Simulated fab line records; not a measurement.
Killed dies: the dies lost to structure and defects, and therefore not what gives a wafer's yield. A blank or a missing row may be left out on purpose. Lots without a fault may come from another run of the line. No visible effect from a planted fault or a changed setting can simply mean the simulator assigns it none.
8D (eight disciplines) problem report, filled in by code || flow nandHarc || the parts of the form that need people (team, actions taken, sign-off) are left out

1. PROBLEM STATEMENT
At NHARC_A_ONON_D1_THK_MEAS_18, thkNm averages 1056 nm over 3 wafers from 3 lots, while fault-free wafers read 999 nm, standard deviation 9.5. Measured from the usual mean, that is +6.0 standard deviations.
The step: measures by ellipsometry.
First seen on wafer L241.4, day 13 01:55, on filmMetro-01. The record has a number at this step for 43 wafers belonging to 15 lots. Rule for "out" (also "out of limits"): further than 4 standard deviations from the usual mean. The other wafers with a number count as sound.

2. WHAT IT IS, WHAT IT ISN'T
{"question": "which readings at this step", "is": "thkNm", "is not": "-"}
{"question": "which lots", "is": "L241, L242, L244", "is not": "L229, L230, L231, L232, L233, L234, L235, L237, L240, L250, L251, L252"}
{"question": "which wafers of those lots", "is": "L241.4, L242.4, L244.5", "is not": "L241.2, L242.1, L244.3, L244.6"}
{"question": "read on which gauges", "is": "filmMetro-01, filmMetro-02", "is not": "-"}
{"question": "when", "is": "from day 13 01:55", "is not": "up to then (28 sound wafers); but 12 sound wafers of L242, L244, L250, L251, L252 came after"}

3. WHAT RULES OUT EACH SUSPECT
Counting: any tool at a process step up to the reading remains a suspect provided it ran every lot that is out. Sound lots after the first of them don't rule it out here, since some wafers of a struck lot are sound.
- the gauge at NHARC_A_ONON_D1_THK_MEAS_18 has been ruled out. 2 gauges (filmMetro-01, filmMetro-02) read the wafers that are out.
- pecvdOnon-01 at NHARC_A_ONON_D1_DEP_16 (target thk 1000 nm): kept. It ran every lot that is out, first L241 (day 13 01:28); its last sound lot up to then is L240 (day 12 20:16).
Left after counting: pecvdOnon-01 at NHARC_A_ONON_D1_DEP_16.

4. THE CAUSE (what the simulator had put in)
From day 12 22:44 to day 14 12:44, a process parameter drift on pecvdOnon-01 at NHARC_A_ONON_D1_DEP_16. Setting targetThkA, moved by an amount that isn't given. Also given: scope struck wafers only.
The count eliminated every tool but this one.

5. SEQUENCE OF EFFECTS, ordered by route
Each row: a reading where the mean over the struck wafers with a number is more than 3 standard deviations away from the usual. Readings are gone through only where the record gives a usual standard deviation; hours: the median, over the lots, of the time from a lot's start at the first step in this table giving one to that lot's start at this step; sigmas: the change measured in usual standard deviations.
{"hours": 0, "step": "NHARC_A_ONON_D1_THK_MEAS_18", "reading": "thkNm", "usual": "999 nm", "on struck wafers": 1056, "change": "+57", "sigmas": "+6.0"}

6. HOW IT WOULD HAVE BEEN CAUGHT EARLIER
3 hours passed between the start of the fault at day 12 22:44 and the first reading out of limits at a measuring or inspecting step in this record, taken at day 13 01:55.
Among the 3 lots that are out, L244, L242 began NHARC_A_ONON_D1_DEP_16 on pecvdOnon-01 after day 13 01:55. A hold on the tool at that time would have spared those 2.
